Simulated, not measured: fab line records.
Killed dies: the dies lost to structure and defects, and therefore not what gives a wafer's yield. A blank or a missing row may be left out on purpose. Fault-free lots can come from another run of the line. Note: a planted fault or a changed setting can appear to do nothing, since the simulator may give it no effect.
The tool behind it: which one? ; flow nand harc ; 15 lots, 45 wafers sampled, at 4 steps of a route of 1302

== WHAT EACH GAUGE READ, for each wafer ==
The record lacks any reading of a measuring or inspecting step that a usual standard deviation could be used to judge.

== WHAT TOOL EACH LOT RAN ON (gives the tool, then ch and the chambers of the sampled wafers, and finally the start) ==
lot;NHARC_A_CHANNEL_HOLE_D2_ETCH_22;NHARC_A_CHANNEL_HOLE_D2_ETCH_44;NHARC_A_CHANNEL_FILL_D2_CVD_18;NHARC_A_CHANNEL_FILL_D2_STRIP_29
L903;har etch-01 ch 0,1, day 13 03:31;rie diel-04 ch 0,3, day 13 07:23;lpcvd poly-02 ch 0, day 14 12:01;rie diel-02 ch 0,1,2, no start
L904;har etch-02 ch 0,1, day 13 10:47;rie diel-04 ch 0,3, day 13 14:28;lpcvd poly-03 ch 0, day 14 17:15;rie diel-10 ch 0,1,3, no start
L905;har etch-02 ch 0,1, day 14 02:33;rie diel-03 ch 0,1,2, day 14 06:14;lpcvd poly-03 ch 0, day 15 05:28;rie diel-13 ch 0,2,3, no start
L907;har etch-02 ch 0,1, day 15 00:44;rie diel-04 ch 1,2,3, day 15 04:27;lpcvd poly-03 ch 0, day 16 03:34;rie diel-02 ch 1,2,3, no start
L906;har etch-01 ch 0,1, day 15 01:14;rie diel-03 ch 0,2,3, day 15 05:07;lpcvd poly-03 ch 0, day 16 03:34;rie diel-13 ch 0,1,2, no start
L910;har etch-01 ch 0,1, day 16 01:12;rie diel-04 ch 1,2,3, day 16 04:59;lpcvd poly-02 ch 0, day 17 04:38;rie diel-10 ch 0,2, day 18 00:35
L912;har etch-01 ch 0,1, day 16 17:11;rie diel-04 ch 0,2,3, day 16 21:04;lpcvd poly-04 ch 0, day 17 19:53;rie diel-02 ch 0,1,3, no start
L911;har etch-01 ch 0,1, day 16 21:33;rie diel-04 ch 0,1,2, day 17 01:14;lpcvd poly-02 ch 0, day 18 02:30;rie diel-02 ch 1,2, no start
L914;har etch-01 ch 0,1, day 17 19:30;rie diel-03 ch 0,1,3, day 17 23:16;lpcvd poly-02 ch 0, day 19 01:03;rie diel-02 ch 1,2,3, no start
L916;har etch-01 ch 0,1, day 19 05:10;rie diel-12 ch 0,2,3, day 19 09:01;lpcvd poly-02 ch 0, day 20 08:24;rie diel-02 ch 0,2,3, day 21 04:17
L919;har etch-02 ch 0,1, day 20 00:06;rie diel-04 ch 2,3, day 20 03:58;lpcvd poly-04, day 21 03:20;rie diel-10 ch 0,2,3, no start
L920;har etch-02 ch 0, day 20 10:40;rie diel-04 ch 1,2, day 20 14:32;lpcvd poly-03, day 21 18:26;rie diel-10 ch 0,2, no start
L921;har etch-02 ch 0,1, day 20 20:49;rie diel-12 ch 0,1,3, day 21 00:41;lpcvd poly-04, day 22 02:31;rie diel-10 ch 1,2,3, no start
L925;har etch-02 ch 0,1, day 22 03:05;rie diel-12 ch 0,3, day 22 06:47;lpcvd poly-04 ch 0, day 23 06:32;rie diel-02 ch 1,2,3, no start
L926;har etch-02 ch 0,1, day 23 09:45;rie diel-04 ch 0,2,3, day 23 13:31;lpcvd poly-02 ch 0, day 24 12:43;rie diel-13 ch 0,2,3, no start
- NHARC_A_CHANNEL_HOLE_D2_ETCH_22: etches the open film in C4F8/O2/Ar, time 666.7 s, target depth 1600 nm.
- NHARC_A_CHANNEL_HOLE_D2_ETCH_44: etches the open film in CF4/O2, target depth 140 nm, overetch 14 nm, time 77 s.
- NHARC_A_CHANNEL_FILL_D2_CVD_18: deposits poly-Si, target thk 3 nm.
- NHARC_A_CHANNEL_FILL_D2_STRIP_29: strips in O2, time 20 s.

== WHAT THE TOOLS THEMSELVES READ (means of the sampled wafers that have a number; where no wafer has one, the mark that the record gives instead) ==
NHARC_A_CHANNEL_HOLE_D2_ETCH_22.
lot;tool;drypump motor current A (A);o2 flow sccm (sccm);showerhead plenum p Torr (Torr);throttle valve pct (%)
L903;har etch-01;5.5;35.72;3.63;32.160
L904;har etch-02;5.7;35.69;3.62;32.155
L905;har etch-02;5.7;35.74;3.55;32.159
L907;har etch-02;5.8;35.76;3.54;32.158
L906;har etch-01;6.0;35.78;3.57;32.159
L910;har etch-01;5.5;35.79;3.61;32.148
L912;har etch-01;6.0;35.76;3.56;32.156
L911;har etch-01;5.9;35.71;3.56;32.153
L914;har etch-01;5.5;35.67;3.59;32.157
L916;har etch-01;6.0;35.79;3.54;32.154
L919;har etch-02;5.8;35.72;3.83;32.152
L920;har etch-02;5.7;35.68;3.64;32.151
L921;har etch-02;5.7;35.66;3.73;32.155
L925;har etch-02;5.8;35.67;3.81;32.153
L926;har etch-02;5.8;35.67;3.80;32.160

NHARC_A_CHANNEL_HOLE_D2_ETCH_44.
lot;tool;bias w (W);drypump motor current A (A);o2 flow sccm (sccm);oes product au (a.u.);rf vpp V (V);showerhead plenum p Torr (Torr);throttle valve pct (%)
L903;rie diel-04;99.88;5.8;19.96;1.000;196.9;1.27;13.401
L904;rie diel-04;100.29;5.6;19.96;0.991;196.5;1.28;13.408
L905;rie diel-03;100.11;6.1;20.01;0.994;197.0;1.31;13.403
L907;rie diel-04;99.81;5.6;20.08;1.005;196.2;1.29;13.410
L906;rie diel-03;100.16;5.9;20.04;0.991;197.2;1.28;13.390
L910;rie diel-04;99.82;5.7;19.93;1.000;196.7;1.29;13.402
L912;rie diel-04;100.01;5.7;20.04;0.997;196.8;1.28;13.398
L911;rie diel-04;100.10;5.8;20.05;0.991;197.0;1.29;13.396
L914;rie diel-03;99.93;6.2;19.96;0.999;197.3;1.30;13.398
L916;rie diel-12;99.85;5.7;19.98;0.996;197.6;1.35;13.404
L919;rie diel-04;100.06;5.5;20.00;0.997;197.3;1.28;13.390
L920;rie diel-04;100.15;5.8;19.96;0.995;197.2;1.29;13.398
L921;rie diel-12;99.76;5.6;20.05;0.998;197.3;1.34;13.400
L925;rie diel-12;100.19;5.5;19.98;0.995;197.5;1.33;13.399
L926;rie diel-04;99.77;5.7;20.01;1.003;196.8;1.28;13.397

NHARC_A_CHANNEL_FILL_D2_CVD_18.
lot;tool;spike tc bottom C (C);spike tc centre C (C)
L903;lpcvd poly-02;570.2;551.4
L904;lpcvd poly-03;571.2;550.7
L905;lpcvd poly-03;571.6;551.1
L907;lpcvd poly-03;571.9;550.0
L906;lpcvd poly-03;570.8;551.5
L910;lpcvd poly-02;570.3;551.2
L912;lpcvd poly-04;569.9;549.0
L911;lpcvd poly-02;571.1;551.7
L914;lpcvd poly-02;571.7;550.9
L916;lpcvd poly-02;570.9;551.1
L919;lpcvd poly-04;-;-
L920;lpcvd poly-03;-;-
L921;lpcvd poly-04;-;-
L925;lpcvd poly-04;570.4;548.7
L926;lpcvd poly-02;570.2;550.8

NHARC_A_CHANNEL_FILL_D2_STRIP_29.
lot;tool;drypump motor current A (A);o2 flow sccm (sccm);oes product au (a.u.);rf vpp V (V);showerhead plenum p Torr (Torr);throttle valve pct (%)
L903;rie diel-02;6.0;499.5;0.997;57.2;3.57;17.035
L904;rie diel-10;6.0;499.6;1.006;57.6;3.54;17.038
L905;rie diel-13;5.7;500.4;0.997;57.6;3.56;17.036
L907;rie diel-02;5.9;499.2;1.002;57.3;3.48;17.033
L906;rie diel-13;5.7;500.4;0.999;57.9;3.53;17.032
L910;rie diel-10;6.2;498.1;0.999;58.3;3.69;17.039
L912;rie diel-02;6.1;499.8;1.008;57.7;3.55;17.033
L911;rie diel-02;6.3;499.1;1.000;58.4;3.60;17.032
L914;rie diel-02;5.9;498.0;1.001;57.9;3.48;17.042
L916;rie diel-02;5.6;499.4;0.999;57.0;3.45;17.043
L919;rie diel-10;6.4;500.1;0.999;57.9;3.55;17.042
L920;rie diel-10;6.2;497.7;1.007;57.9;3.58;17.035
L921;rie diel-10;6.0;500.6;0.998;58.3;3.64;17.026
L925;rie diel-02;5.9;499.5;0.994;57.0;3.48;17.031
L926;rie diel-13;5.7;501.3;1.000;57.4;3.55;17.036

== THE ANSWER, worked out from the rows above alone ==
Rule: the lots themselves supply what counts as usual. Put in order of their means at a reading, lots are off if they are a third of the lots or fewer, leave a main group of 4 or more, and stand apart from it by a gap of 3 or more times the standard deviation of the main group's means; of several such gaps the widest counts. The tables above print the reading to a certain number of digits; a main group whose means all agree to those digits is not used. A lot without any number at a reading at which 4 lots or more have one is off too. The other lots that the step has rows for count as sound. After the gauges, taken in route order, come the tools' own readings; for these a lot's mean is taken, as printed above. The first step at which some lot is off is used, and at that step the reading that is off furthest; a lot without a number counts as furthest.
Off: L919, L920, L921 (NHARC_A_CHANNEL_FILL_D2_CVD_18, spike tc bottom C). Without a number there: L919, L920, L921. Main group: mean 570.9 C, sd 0.63.
If a tool, at that step or one of the process steps before it, ran each lot that is off and ran no sound lot following the first of them, it fits. No candidate that was tried fits.

== WHAT HAD BEEN PUT IN BY THE SIMULATOR ==
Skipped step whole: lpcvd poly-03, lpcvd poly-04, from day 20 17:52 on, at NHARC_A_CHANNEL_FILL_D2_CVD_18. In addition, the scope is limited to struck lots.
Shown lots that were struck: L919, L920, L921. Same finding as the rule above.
